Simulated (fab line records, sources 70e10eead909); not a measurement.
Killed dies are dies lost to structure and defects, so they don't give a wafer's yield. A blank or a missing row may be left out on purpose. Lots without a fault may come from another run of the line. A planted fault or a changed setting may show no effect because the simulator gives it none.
Which tool did it? | flow nand_harc | 13 lots, 39 wafers sampled, at 6 steps of a route of 1302

WHAT THE GAUGES READ, wafer by wafer
NHARC_A_ONON_D2_THK_MEAS_24: measures by ellipsometry.
lot  | measured     | on            | thk_nm (nm)
L598 | day 13 12:24 | film_metro-01 | 1004 1007 1008
L600 | day 14 01:56 | film_metro-01 | 991 994 991
L601 | day 14 13:43 | film_metro-02 | 986 985 983
L603 | day 15 03:50 | film_metro-01 | 998 999 999
L604 | day 15 13:28 | film_metro-01 | 987 986 989
L605 | day 15 23:01 | film_metro-01 | 1007 1006 1006
L607 | day 16 09:59 | film_metro-01 | 996 997 999
L606 | day 16 09:41 | film_metro-01 | 990 989 988
L609 | day 17 10:43 | film_metro-02 | 1006 1004 1003
L610 | day 18 00:43 | film_metro-02 | 987 990 988
L617 | day 21 08:34 | film_metro-01 | 1000 1000 1001
L616 | day 21 08:34 | film_metro-02 | 1008 1009 1008
L618 | day 21 15:10 | film_metro-01 | 993 992 995

NHARC_A_ONON_D2_THK_MEAS_30: measures by ellipsometry.
lot  | measured     | on            | thk_nm (nm)
L598 | day 13 13:32 | film_metro-01 | 1030 1029 1028
L600 | day 14 03:04 | film_metro-01 | 1010 1011 1011
L601 | day 14 14:52 | film_metro-02 | 1006 1006 1006
L603 | day 15 04:58 | film_metro-02 | 992 992 993
L604 | day 15 14:36 | film_metro-01 | 1024 1023 1022
L605 | day 16 00:10 | film_metro-01 | 989 990 990
L607 | day 16 11:08 | film_metro-01 | 1005 1004 1005
L606 | day 16 10:49 | film_metro-01 | 1011 1010 1009
L609 | day 17 11:51 | film_metro-01 | 1002 1005 1003
L610 | day 18 01:52 | film_metro-02 | 985 985 984
L617 | day 21 09:41 | film_metro-02 | 1013 1009 1011
L616 | day 21 09:41 | film_metro-01 | 912 912 911 910 912 912
L618 | day 21 16:18 | film_metro-01 | 905 902 905 902 905 903

NHARC_A_ONON_D2_INSPECT_32.
lot  | measured     | on                | raw_defect_count
L598 | day 13 14:04 | defect_inspect-01 | 410 298 313
L600 | day 14 03:37 | defect_inspect-02 | 457 596 264
L601 | day 14 15:25 | defect_inspect-02 | 282 335 306
L603 | day 15 05:32 | defect_inspect-01 | 305 239 288
L604 | day 15 15:11 | defect_inspect-02 | 342 336 776
L605 | day 16 00:52 | defect_inspect-01 | 405 564 527
L607 | day 16 11:41 | defect_inspect-01 | 523 425 752
L606 | day 16 11:22 | defect_inspect-02 | 650 844 516
L609 | day 17 12:26 | defect_inspect-01 | 212 234 309
L610 | day 18 02:24 | defect_inspect-02 | 218 277 270
L617 | day 21 10:13 | defect_inspect-01 | 510 433 469
L616 | day 21 13:46 | defect_inspect-02 | 532 468 417
L618 | day 21 19:23 | defect_inspect-01 | 564 229 305

NHARC_END_SORT_01.
lot  | measured     | on        | killed_at_array | killed_at_other | killed_at_periphery | killed_dies | killed_open | killed_short
L598 | day 24 18:42 | prober-01 | 98 97 102       | 1 0 1           | 2 7 1               | 101 104 104 | 4 2 3       | 2 4 2
L600 | day 25 04:36 | prober-02 | 55 52 44        | 1 1 0           | 2 2 0               | 58 55 44    | 4 0 6       | 1 3 3
L601 | day 25 21:42 | prober-02 | 61 74 70        | 4 3 1           | 5 2 12              | 70 79 83    | 1 4 4       | 1 1 1
L603 | day 26 16:12 | prober-01 | 81 70 50        | 2 2 3           | 3 1 3               | 86 73 56    | 4 3 0       | 1 1 1
L604 | day 26 21:11 | prober-02 | 26 33 30        | 1 1 0           | 3 2 2               | 30 36 32    | 6 3 2       | 4 3 2
L605 | day 27 04:28 | prober-01 | 106 111 114     | 2 1 2           | 4 1 2               | 112 113 118 | 3 2 2       | 3 3 4
L607 | day 27 16:37 | prober-02 | 27 32 32        | 1 3 5           | 6 12 8              | 34 47 45    | 3 5 4       | 2 4 3
L606 | day 27 16:38 | prober-01 | 111 103 105     | 0 1 0           | 2 6 3               | 113 110 108 | 2 3 5       | 1 1 3
L609 | day 28 15:45 | prober-01 | 41 43 42        | 2 0 1           | 3 3 3               | 46 46 46    | 1 3 1       | 4 5 5
L610 | day 29 05:47 | prober-01 | 64 70 56        | 4 1 0           | 1 2 5               | 69 73 61    | 4 5 4       | 3 1 4
L617 | day 32 17:55 | prober-01 | 53 47 50        | 1 0 0           | 7 5 4               | 61 52 54    | 4 0 4       | 3 1 3
L616 | day 32 21:49 | prober-02 | 671 663 669     | 1 2 1           | 5 12 7              | 677 677 677 | 4 3 1       | 4 0 1
L618 | day 33 12:38 | prober-02 | 671 673 672     | 3 3 1           | 3 1 4               | 677 677 677 | 3 4 3       | 1 1 1

WHICH TOOL RAN EACH LOT (tool, then ch and the chambers of the sampled wafers, then the start)
lot  | NHARC_A_DECK1_JOINT_CMP_13    | NHARC_A_ONON_D2_DEP_28
L598 | cmp-02 ch 0,1,2, day 11 23:31 | pecvd_onon-04 ch 0, day 13 13:01
L600 | cmp-01 ch 2,3, day 12 09:38   | pecvd_onon-01 ch 0, day 14 02:33
L601 | cmp-02 ch 0,3, day 12 16:25   | pecvd_onon-01 ch 0, day 14 14:24
L603 | cmp-02 ch 0,1,2, day 13 17:53 | pecvd_onon-02 ch 0, day 15 04:28
L604 | cmp-02 ch 1,2,3, day 14 00:16 | pecvd_onon-01 ch 0, day 15 14:05
L605 | cmp-02 ch 0,3, day 14 11:40   | pecvd_onon-02 ch 0, day 15 23:38
L607 | cmp-01 ch 0,3, day 14 22:08   | pecvd_onon-04 ch 0, day 16 10:37
L606 | cmp-03 ch 0,1,2, day 14 22:10 | pecvd_onon-01 ch 0, day 16 10:18
L609 | cmp-03 ch 1,2,3, day 16 01:38 | pecvd_onon-04 ch 0, day 17 11:20
L610 | cmp-03 ch 0,2, day 16 07:49   | pecvd_onon-01 ch 0, day 18 01:21
L617 | cmp-01 ch 0,1,2, day 19 13:16 | pecvd_onon-04 ch 0, day 21 09:10
L616 | cmp-03 ch 0,1,2, day 19 13:17 | pecvd_onon-01 ch 0, day 21 09:14
L618 | cmp-03 ch 1,2, day 20 03:31   | pecvd_onon-01 ch 0, day 21 15:47
- NHARC_A_DECK1_JOINT_CMP_13: polishes, target thk 51.023 nm.
- NHARC_A_ONON_D2_DEP_28: target thk 1000 nm.

WHAT THE TOOLS THEMSELVES READ (means of the sampled wafers that have a number; where no wafer has one, the mark that the record gives instead)
NHARC_A_DECK1_JOINT_CMP_13.
lot  | tool   | motor_current_A (A) | slurry_flow_ml_min | time_to_endpoint_s (s)
L598 | cmp-02 | 12.0                | 150.0              | 9.9
L600 | cmp-01 | 12.4                | 149.7              | 10.9
L601 | cmp-02 | 12.2                | 149.8              | 10.0
L603 | cmp-02 | 11.8                | 150.3              | 9.1
L604 | cmp-02 | 12.9                | 150.3              | 7.8
L605 | cmp-02 | 12.5                | 150.0              | 9.5
L607 | cmp-01 | 12.0                | 149.8              | 8.0
L606 | cmp-03 | 13.3                | 150.5              | 7.6
L609 | cmp-03 | 12.4                | 150.1              | 12.9
L610 | cmp-03 | 14.3                | 150.0              | 8.4
L617 | cmp-01 | 12.7                | 149.9              | 9.5
L616 | cmp-03 | 12.8                | 150.5              | 8.2
L618 | cmp-03 | 12.8                | 150.1              | 9.4

THE ANSWER, worked out from the rows above alone
Rule: what is usual is taken from the lots themselves. Put in order of their means at a reading, lots are off if they are a third of the lots or fewer, leave a main group of 4 or more, and stand apart from it by a gap of 3 or more times the standard deviation of the main group's means; of several such gaps the widest counts. A main group whose means are all the same, to the digits that the tables above print for the reading, isn't used. A lot without any number at a reading at which 4 lots or more have one is off too. The other lots that the step has rows for count as sound. The gauges are gone through in route order, then the tools' own readings, and for those a lot's mean is taken as printed above. The first step at which some lot is off is used, and at that step the reading that is off furthest; a lot without a number counts as furthest.
Off: L616, L618, at NHARC_A_ONON_D2_THK_MEAS_30 (thk_nm). The main group: mean 1006 nm, standard deviation 13.
A tool fits if, at a process step before that reading, it ran every lot that is off, and no sound lot after the first of them. The gauges at NHARC_A_ONON_D2_THK_MEAS_30 aren't tried: what is off there is off at NHARC_END_SORT_01 too, on other tools, and a gauge's error can't cause that. Can't be told from this: 2 tools fit, cmp-03 at NHARC_A_DECK1_JOINT_CMP_13, pecvd_onon-01 at NHARC_A_ONON_D2_DEP_28.

WHAT THE SIMULATOR HAD PUT IN
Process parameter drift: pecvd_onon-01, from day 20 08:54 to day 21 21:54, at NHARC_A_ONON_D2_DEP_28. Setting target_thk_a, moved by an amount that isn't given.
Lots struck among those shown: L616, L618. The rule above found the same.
